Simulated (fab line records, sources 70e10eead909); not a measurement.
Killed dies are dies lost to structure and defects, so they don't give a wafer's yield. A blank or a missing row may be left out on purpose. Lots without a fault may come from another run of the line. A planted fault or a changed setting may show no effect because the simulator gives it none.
fab line records | flow nand_harc
record lots=6 wafers=14 last_day=33
route steps=1302 shown P_STI@77 END@1302
lots that met no fault: from a run of the same line without faults
start_h: hours from the record's first day to the start of the lot's first wafer shown | wait_h: hours since the lot's step before | " the same as in the row above | L1.1+2: a row that stands for several wafers | - no value, or no start given | * or withheld: withheld | < > ~ a bound
route shown NAME@n: a module of which the file shows steps, and the number in the route of the first | usual: mean/standard deviation of fault-free wafers | same: alike in all rows | chamber/n: place in a boat | sites: the reading at each site | _std_site: their standard deviation | _edge_site: outer sites' mean less inner sites' | radius_mm: how far each site lies from the wafer's centre | mask NAME#n: copy n | behind: the tool/chamber that last shaped the wafer | hold: why the lot was held/for how many hours/how that ended | device: the transistor (n, p or np) that didn't switch | end of line: the same wafers' tests at the end of the route | a step without rows: its recipe alone | killed: dies lost to structure and defects at the first sort, not the wafer's yield | map: a wafer's dies, x killed, . not, _ none there
set.NAME: the setting as run; set.NAME@STEP: as run at that earlier step | model.NAME: the simulator's own value behind a step, which no gauge read
lots at some steps of the route; a table a step, a row a wafer
services: from which hour (start_h, from the record's first day; less than 0 if before it) a tool's chamber was out of use, for how many hours, and why
## steps
# step NHARC_P_STI_COAT_03
# recipe spin_rpm=2000 resist_thk_nm=600
# step NHARC_P_STI_SOFTBAKE_04
# recipe temp_c=125 time_s=70
# step NHARC_P_STI_EBR_05
# step NHARC_P_STI_EXPOSE_06
# recipe na=0.55 target_cd_nm=200 dose_mj=37.69 mask_id=P_STI
# step NHARC_P_STI_PEB_07
# recipe peb_temp_c=128 peb_time_s=80
# step NHARC_P_STI_DEVELOP_08
# recipe time_s=50 dev_temp_c=22
# step NHARC_P_STI_CD_MEAS_09
# recipe target_cd_nm=200 landing_energy_ev=500
# usual cd_nm=200.9/3
# columns lot.wafer tool chamber start_h wait_h cd_nm
L511.4 cd_sem-02 0 103.11 - 199.7
L511.5 " 0 " " 198.8
L511.6 " 0 " " 202.2
L513.2 cd_sem-02 0 122.01 - 202.8
L513.5 " 0 " " 204.6
L513.6 " 0 " " 202.0
L516.2 cd_sem-02 0 153.06 - 206.7
L518.2 cd_sem-03 0 175.77 - 203.5
L518.5 " 0 " " 197.4
L518.6 " 0 " " 200.6
L520.4 cd_sem-02 0 192.71 - 202.9
L528.2 cd_sem-01 0 275.67 - 206.7
L528.3 " 0 " " 201.6
L528.5 " 0 " " 201.2
# step NHARC_P_STI_OVL_MEAS_10
# usual overlay_x_nm=0/4.8 overlay_y_nm=2/8.3
# columns lot.wafer tool chamber start_h wait_h overlay_x_nm overlay_y_nm
L511.4 overlay-02 - 103.20 - -3 6
L511.5 " - " " -3 6
L511.6 " - " " -2 6
L513.2 overlay-02 - 122.10 - -2 -15
L513.5 " - " " -3 -15
L513.6 " - " " -2 -15
L516.2 overlay-02 - 153.15 - -3 0
L518.2 overlay-02 - 175.86 - -2 0
L518.5 " - " " -2 0
L518.6 " - " " -2 0
L520.4 overlay-01 - 192.79 - -3 6
L528.2 overlay-02 - 275.76 - 4 19
L528.3 " - " " 4 19
L528.5 " - " " 4 19
# step NHARC_P_STI_INSPECT_11
# usual raw_defect_count=6/3
# columns lot.wafer tool chamber start_h wait_h raw_defect_count
L511.4 defect_inspect-01 - 103.23 0.0 4
L511.5 " - " " 7
L511.6 " - " " 4
L513.2 defect_inspect-01 - 122.13 0.0 4
L513.5 " - " " 10
L513.6 " - " " 7
L516.2 defect_inspect-02 - 153.19 0.0 11
L518.2 defect_inspect-02 - 175.90 0.0 6
L518.5 " - " " 6
L518.6 " - " " 7
L520.4 defect_inspect-02 - 192.82 0.0 5
L528.2 defect_inspect-01 - 275.80 0.0 6
L528.3 " - " " 2
L528.5 " - " " 4
# step NHARC_P_STI_HARDBAKE_13
# recipe temp_c=118 time_s=65
# step NHARC_P_STI_DESCUM_14
# recipe time_s=3 o2_flow_sccm=200 ar_flow_sccm=0 bias_power_w=0 chemistry=O2
# usual drypump_motor_current_A=5.9/0.37 oes_product_au=0.999/0.012 rf_vpp_V=57.9/0.92 showerhead_plenum_p_Torr=1.94/0.088 throttle_valve_pct=11.310/0.009
# columns lot.wafer tool chamber start_h wait_h drypump_motor_current_A oes_product_au rf_hours_counter_h rf_vpp_V showerhead_plenum_p_Torr throttle_valve_pct
L511.4 rie_diel-10 1 103.39 - 5.9 1.027 2 55.6 1.86 11.299
L511.6 " 2 " " 5.6 0.996 - 58.5 2.03 11.318
L511.5 " 3 " " 6.2 0.990 - 58.0 1.84 11.320
L513.2 rie_diel-04 3 122.27 - 5.9 1.005 8 59.5 2.05 11.302
L513.5 " 3 " " 6.0 0.999 - 58.0 2.05 11.303
L513.6 " 0 " " 6.5 0.987 - 58.7 2.02 11.317
L516.2 rie_diel-04 3 153.34 - 5.9 0.988 10 57.8 2.05 11.309
L518.2 rie_diel-10 3 176.03 - 6.2 1.000 4 57.0 1.84 11.320
L518.6 " 3 " " 6.2 1.007 - 55.7 1.84 11.305
L518.5 " 0 " " 5.5 1.010 - 58.4 2.02 11.303
L520.4 rie_diel-04 0 192.99 - 6.4 0.997 1 57.3 2.02 11.313
L528.2 rie_diel-07 2 275.94 - 5.7 1.003 9 56.6 1.78 11.308
L528.3 " 3 " " 6.1 1.003 12 56.2 1.96 11.310
L528.5 " 1 " " 6.4 0.997 - 57.6 1.93 11.316
# step NHARC_P_STI_ETCH_42
# recipe target_depth_a=800 overetch_a=240 time_s=61 ion_energy_ev=200 n2_flow_sccm=150 h2_flow_sccm=150 ar_flow_sccm=0 rf_w=400 bias_w=150 chemistry=N2/H2
# usual drypump_motor_current_A=6.0/0.37 oes_product_au=1.000/0.014 rf_fwd_power_W=396.2/1.3 rf_vpp_V=431.6/2.8 showerhead_plenum_p_Torr=2.08/0.094 throttle_valve_pct=14.172/0.0092
# columns lot.wafer tool chamber start_h wait_h drypump_motor_current_A oes_product_au rf_fwd_power_W rf_hours_counter_h rf_vpp_V showerhead_plenum_p_Torr throttle_valve_pct
L511.4 rie_diel-10 0 103.47 0.1 5.5 0.988 397.4 2 435.0 2.16 14.165
L511.6 " 1 " " 5.9 1.026 395.4 - 429.6 1.98 14.161
L511.5 " 2 " " 5.6 1.011 397.1 - 433.5 2.17 14.174
L513.2 rie_diel-04 3 122.35 0.1 5.9 0.991 396.1 8 433.9 2.19 14.170
L513.5 " 3 " " 5.9 0.989 396.8 - 435.4 2.19 14.157
L513.6 " 0 " " 6.5 0.970 397.0 - 433.9 2.16 14.175
L516.2 rie_diel-04 1 153.41 0.1 5.2 0.999 397.4 9 430.2 2.02 14.173
L518.2 rie_diel-10 1 176.11 0.1 5.9 1.031 395.1 4 429.3 1.98 14.158
L518.6 " 1 " " 5.9 1.027 396.6 - 429.9 1.98 14.162
L518.5 " 2 " " 5.6 1.000 395.5 - 433.8 2.17 14.171
L520.4 rie_diel-04 2 193.07 0.1 6.5 1.000 396.3 1 429.8 1.99 14.179
L528.2 rie_diel-07 1 276.02 0.1 6.4 0.997 398.8 13 430.2 2.05 14.165
L528.3 " 2 " " 5.7 1.005 397.8 9 427.7 1.90 14.169
L528.5 " 0 " " 6.1 0.992 395.7 - 436.1 2.18 14.177
# step NHARC_P_STI_ETCH_31
# recipe target_depth_a=1089 time_s=54.5 cf4_flow_sccm=100 chf3_flow_sccm=30 ar_flow_sccm=0 rf_w=500 bias_w=200 chemistry=CF4/CHF3
# usual drypump_motor_current_A=5.9/0.36 oes_product_au=0.964/0.016 rf_fwd_power_W=494.7/1.8 rf_vpp_V=371.3/2.4 showerhead_plenum_p_Torr=1.59/0.068 throttle_valve_pct=16.801/0.0089
# columns lot.wafer tool chamber start_h wait_h drypump_motor_current_A oes_product_au rf_fwd_power_W rf_hours_counter_h rf_vpp_V showerhead_plenum_p_Torr throttle_valve_pct
L511.4 rie_diel-10 3 103.54 - 6.2 0.939 494.1 2 369.9 1.52 16.802
L511.5 " 1 " " 5.9 0.980 494.7 - 370.4 1.53 16.802
L511.6 " 2 " " 5.6 0.945 495.5 - 375.5 1.67 16.796
L513.2 rie_diel-04 2 122.45 - 6.5 0.976 495.0 8 368.3 1.54 16.797
L513.5 " 3 " " 6.0 0.963 493.9 - 374.0 1.68 16.796
L513.6 " 0 " " 6.5 0.946 492.4 - 373.0 1.66 16.807
L516.2 rie_diel-04 0 153.50 - 6.4 0.959 495.6 10 373.8 1.66 16.783
L518.2 rie_diel-10 0 176.22 - 5.5 0.949 493.5 4 374.2 1.66 16.804
L518.6 " 1 " " 5.9 0.983 493.3 - 369.0 1.53 16.810
L518.5 " 2 " " 5.6 0.972 496.8 - 375.1 1.67 16.822
L520.4 rie_diel-04 0 193.15 - 6.5 0.982 495.0 1 374.4 1.66 16.805
L528.3 rie_diel-07 3 276.10 - 6.1 0.975 491.7 12 370.5 1.61 16.795
L528.2 " 0 " " 6.1 0.937 488.4 13 373.6 1.67 16.792
L528.5 " 2 " " 5.7 0.960 499.4 - 367.0 1.47 16.798
# step NHARC_P_STI_ETCH_15
# recipe target_depth_a=3000 taper_deg=4 time_s=100.1 hbr_flow_sccm=150 cl2_flow_sccm=50 rf_w=400 icp_w=400 bias_w=100 chemistry=HBr/Cl2
# usual drypump_motor_current_A=5.7/0.51 oes_product_au=0.997/0.013 rf_fwd_power_W=397.3/1.4 throttle_valve_pct=26.406/0.0084
# columns lot.wafer tool chamber start_h wait_h drypump_motor_current_A oes_product_au rf_fwd_power_W rf_hours_counter_h throttle_valve_pct
L511.4 rie_si-05 0 103.67 - 6.4 0.984 397.0 1.0 26.397
L511.5 " 2 " " 6.3 0.987 397.9 - 26.406
L511.6 " 3 " " 6.1 0.995 398.4 - 26.402
L513.2 rie_si-01 2 122.56 - 5.7 0.996 397.5 0.6 26.397
L513.6 " 1 " " 6.0 0.994 397.3 - 26.388
L513.5 " 2 " " 5.7 0.995 396.2 - 26.404
L516.2 rie_si-01 1 153.60 - 6.0 0.981 399.1 1.0 26.412
L518.2 rie_si-06 2 176.34 - 6.2 1.001 396.4 0.6 26.407
L518.5 " 0 " " 5.3 1.005 395.8 - 26.398
L518.6 " 1 " " 4.8 0.976 396.6 - 26.401
L520.4 rie_si-06 1 193.28 - 4.8 0.993 396.7 0.7 26.413
L528.3 rie_si-05 3 276.20 - 6.2 1.011 397.9 0.8 26.400
L528.2 " 0 " " 6.3 0.999 396.3 0.8 26.401
L528.5 " 3 " " 6.1 1.005 397.7 - 26.410
# step NHARC_P_STI_CD_MEAS_16
# usual cd_nm=201/3.5
# columns lot.wafer tool chamber start_h wait_h cd_nm
L511.4 cd_sem-03 - 103.81 - 199
L511.5 " - " " 199
L511.6 " - " " 201
L513.2 cd_sem-01 - 122.71 - 205
L513.5 " - " " 205
L513.6 " - " " 202
L516.2 cd_sem-03 - 153.76 - 204
L518.2 cd_sem-01 - 176.47 - 203
L518.5 " - " " 196
L518.6 " - " " 199
L520.4 cd_sem-01 - 193.42 - 201
L528.2 cd_sem-01 - 276.37 - 209
L528.3 " - " " 201
L528.5 " - " " 201
# step NHARC_P_STI_OCD_MEAS_17
# usual trench_depth_nm=299/5.9 trench_foot_cd_nm=159/3.1
# columns lot.wafer tool chamber start_h wait_h trench_depth_nm trench_foot_cd_nm
L511.4 ocd-02 - 103.90 0.1 293 159
L511.5 " - " " 295 157
L511.6 " - " " 298 161
L513.2 ocd-02 - 122.79 0.1 299 160
L513.5 " - " " 299 163
L513.6 " - " " 294 161
L516.2 ocd-02 - 153.85 0.1 292 166
L518.2 ocd-01 - 176.56 0.1 307 161
L518.5 " - " " 302 155
L518.6 " - " " 294 160
L520.4 ocd-02 - 193.50 0.1 295 162
L528.2 ocd-01 - 276.45 0.1 302 164
L528.3 " - " " 303 159
L528.5 " - " " 304 158
# step NHARC_P_STI_STRIP_19
# recipe time_s=900 temp_c=130 chemistry=SPM
# step NHARC_P_STI_PRECLEAN_32
# recipe time_s=* temp_c=50 bath_age_min=0 chemistry=SC1
# step NHARC_P_STI_SRD_23
# step NHARC_P_STI_OCD_MEAS_43
# usual trench_depth_nm=299/6 trench_foot_cd_nm=159/3
# columns lot.wafer tool chamber start_h wait_h trench_depth_nm trench_foot_cd_nm
L511.4 ocd-01 - 104.40 - 292 159
L511.5 " - " " 295 158
L511.6 " - " " 299 160
L513.2 ocd-01 - 123.30 - 299 161
L513.5 " - " " 299 163
L513.6 " - " " 294 161
L516.2 ocd-01 - 154.46 - 292 166
L518.2 ocd-02 - 177.06 - 307 161
L518.5 " - " " 303 155
L518.6 " - " " 293 160
L520.4 ocd-01 - 194.01 - 295 162
L528.2 ocd-02 - 276.96 - 302 164
L528.3 " - " " 304 159
L528.5 " - " " 304 158
# step NHARC_P_STI_OXIDE_33
# recipe target_thk_a=100 temp_c=1000 ox_time_s=281 material=SiO2
# step NHARC_P_STI_HDPCVD_20
# recipe target_thk_a=withheld sigma_open_frac=withheld material=SiO2
# step NHARC_P_STI_ANNEAL_34
# recipe temp_c=1000 time_s=1800
# step NHARC_P_STI_CMP_21
# recipe t_overpolish_s=20 target_thk_nm=380.67
# usual motor_current_A=11.6/0.88 overpolish_run_s=20.000/0.0094
# columns lot.wafer tool chamber start_h wait_h motor_current_A overpolish_run_s
L511.4 cmp-04 3 123.69 0.4 11.3 19.991
L511.5 " 2 " " 10.4 19.993
L511.6 " 3 " " 10.9 20.006
L513.2 cmp-04 2 142.21 0.4 10.6 19.990
L513.6 " 2 " " 11.2 20.015
L513.5 " 3 " " 11.1 20.000
L516.2 cmp-04 3 172.13 0.4 10.3 19.996
L518.2 cmp-04 0 207.59 0.4 13.0 19.994
L518.6 " 3 " " 11.0 20.000
L518.5 " 0 " " 12.5 19.999
L520.4 cmp-03 0 212.44 0.4 10.6 20.001
L528.2 cmp-03 1 295.53 0.4 13.1 20.003
L528.3 " 3 " " 12.1 19.996
L528.5 " 1 " " 13.1 20.003
# step NHARC_P_STI_SRD_35
# step NHARC_P_STI_ETCH_36
# recipe target_depth_a=388 chemistry=dHF material=SiO2
# step NHARC_P_STI_STRIP_24
# recipe temp_c=160 chemistry=H3PO4 material=Si3N4
# step NHARC_P_STI_ETCH_37
# recipe target_depth_a=110 chemistry=dHF material=SiO2
# step NHARC_P_STI_PRECLEAN_38
# recipe time_s=* temp_c=50 bath_age_min=0 chemistry=SC1
# step NHARC_P_STI_SRD_39
# step NHARC_P_STI_OXIDE_40
# recipe target_thk_a=100 temp_c=900 ox_time_s=1362 material=SiO2
# step NHARC_END_SORT_01
# recipe temp_c=25
# usual killed_at_array=59/17 killed_at_other=0.9/1.6 killed_at_periphery=3.7/2.3 killed_dies=64/17 killed_open=3.3/1.8 killed_short=2.4/1.6
# same gross_dies=677
# columns lot.wafer tool chamber start_h wait_h killed_at_array killed_at_other killed_at_periphery killed_dies killed_open killed_short
L513.6 prober-02 0 648.70 4.0 56 0 3 59 2 2
L518.5 prober-01 0 703.74 3.7 74 0 1 75 4 2
L518.6 prober-01 0 704.54 4.0 75 1 4 80 3 2
L516.2 prober-02 0 714.90 2.8 55 1 90 146 3 2
L520.4 prober-01 0 718.54 3.4 71 1 99 171 6 5
# killed by level:class
L513.6 A_SLIT:chamber_film_flake=26 A_CHANNEL_HOLE_D2:chamber_film_flake=8 A_STAIRCASE:chamber_film_flake=7 A_CHANNEL_FILL_D1:chamber_film_flake=3 A_ZERO_WELL:chamber_film_flake=2 A_CHANNEL_HOLE_D1:chamber_film_flake=2 A_WL_FILL:chamber_film_flake=2 A_CHANNEL_FILL_D1:geometric_particle:open=1
L518.5 A_CHANNEL_HOLE_D2:chamber_film_flake=23 A_CHANNEL_HOLE_D1:chamber_film_flake=21 A_CONTACT:chamber_film_flake=14 A_SLIT:chamber_film_flake=3 A_DECK1_JOINT:chamber_film_flake=3 A_M1:geometric_particle:open=2 A_CHANNEL_FILL_D1:chamber_film_flake=2 A_ONON_D2:geometric_particle:open=1
L518.6 A_CHANNEL_HOLE_D1:chamber_film_flake=28 A_CHANNEL_HOLE_D2:chamber_film_flake=17 A_CONTACT:chamber_film_flake=13 A_SLIT:chamber_film_flake=3 A_BLC:chamber_film_flake=3 A_DECK1_JOINT:chamber_film_flake=2 A_WL_FILL:chamber_film_flake=2 P_CONTACT:geometric_particle:open=1
L516.2 P_STI:unspecified=90 A_CHANNEL_HOLE_D1:chamber_film_flake=28 A_SLIT:chamber_film_flake=17 A_CHANNEL_HOLE_D2:chamber_film_flake=3 A_CONTACT:geometric_particle:open=2 A_STAIRCASE:chamber_film_flake=2 A_SOURCE_PLATE:geometric_particle:short=1 A_ONON_D2:geometric_particle:open=1
L520.4 P_STI:unspecified=91 A_CHANNEL_HOLE_D1:chamber_film_flake=32 A_CHANNEL_HOLE_D2:chamber_film_flake=9 P_GATE:chamber_film_flake=6 A_SLIT:chamber_film_flake=6 A_CONTACT:chamber_film_flake=6 A_STAIRCASE:chamber_film_flake=3 A_ONON_D1:geometric_particle:open=2
# map L516.2 (x killed, . not)
____________.____________
_________...x..._________
_______..........._______
______..x.xx.......______
_____...x.xxxxxxx..._____
____...xxxxxxxxx....x____
____.....xxxxxxxx.x.x____
___.....xxxxxxxx..x.xx___
___.....xxxxxxxxxx.xxx___
__.......xxxxxxxx.xxxxx__
__......xxxxxxxx...xxxx__
_.......xxxxxxxxxx..xxx._
_........xxxxxxxx.xxxx.x_
_.........xxxxxx.....x.._
_.....x...xxxxx........._
_.......xxxxxxxx....x..._
........xx.xxxxx.........
........xxxx.x...........
........x................
..............x..........
.........................
_......................._
_..............x....x..._
_......................._
_......................._
_......................._
__.....................__
__.....................__
___...................___
___...................___
____.................____
____.................____
_____..............._____
______.............______
_______....x......_______
_________......._________
____________.____________
# map L520.4 (x killed, . not)
____________.____________
_________......._________
_______...xx..x..._______
______...x.xx......______
_____...xxxxxxx....x_____
____...x.xxxxxxxx.xxx____
____....xxxxxxxxx.x.x____
___....xxxxxxxxxx.xxxx___
___.....xxxxxxxx..x..x___
__.....x.xxxxxx.x..xxxx__
__.....x.xxxxxxxxxxxxxx__
_...x..x.xxxxxxxxx..xxxx_
_.......xxxxxxxxx...xxxx_
_....x..xxxxxxx..x..x..x_
_..x......xxxx......x..._
_..........x.x..x..x...._
...x.......xxxx....x.x...
.......................x.
...........x...........x.
.......................xx
.......................x.
_.............x........._
_......................x_
_x........x.......xx...x_
_......................._
_......................._
__..........x..........__
__............x.......x__
___x...........x......___
___...................___
____..x.....x...x....____
____...........x.....____
_____...x..........._____
______.....x.......______
_______.x..x......_______
_________....x.._________
____________.____________
## services
# columns tool chamber start_h hours kind
cmp-03 - 80.48 0.6 repair
rie_diel-07 0 82.83 11.3 repair
rie_diel-07 3 96.60 10.5 repair
cmp-04 - 111.36 4.0 pm
rie_diel-07 - 117.20 9.0 pm
rie_si-05 - 128.05 9.0 pm
rie_diel-04 - 158.63 0.2 repair
rie_diel-07 2 172.51 33.3 repair
rie_diel-07 - 174.56 0.2 repair
rie_diel-04 - 177.90 9.0 pm
rie_si-05 - 178.26 0.5 repair
rie_diel-10 2 178.31 1.4 repair
rie_diel-07 - 187.93 0.4 repair
cmp-04 - 188.83 5.7 repair
rie_diel-10 3 195.13 11.9 repair
rie_diel-04 3 207.98 7.4 repair
rie_diel-10 1 208.73 7.4 repair
cmp-04 - 209.36 4.0 pm
rie_diel-04 2 242.17 15.0 repair
rie_diel-10 - 242.50 9.0 pm
rie_diel-10 1 282.43 12.4 repair
rie_diel-07 1 286.75 2.1 repair
rie_diel-04 0 287.75 23.4 repair
rie_diel-07 - 294.24 9.0 pm
## key
first_sign step=NHARC_END_SORT_01 reading=killed_at_periphery direction=up sigmas=39 usual=3.7 struck=94.5
effect step=NHARC_END_SORT_01 reading=killed_dies direction=up sigmas=5.5 usual=64 struck=158
more_kills_born_at NHARC_P_STI_ETCH_31@rie_diel-04=181
met_at NHARC_P_STI_ETCH_31
struck_wafers L516.2,L520.4
tester_left_out L516,L520
onset_between 122.45 153.50
also_fits NHARC_P_STI_DESCUM_14:rie_diel-04,NHARC_P_STI_ETCH_42:rie_diel-04
fault kind=chamber_particle_source tool=rie_diel-04 chamber=0 onset_h=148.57 steps=NHARC_P_STI_ETCH_31 rate_per_visit_cm2=1.3859 end_h=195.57
# tester_left_out: of these lots the tester's yield and bins aren't shown, on N5 and GAA mostly nor the transistor test; their killed dies are dies lost to structure and defects alone, not to doping, threshold or leakage, so they don't give the yield
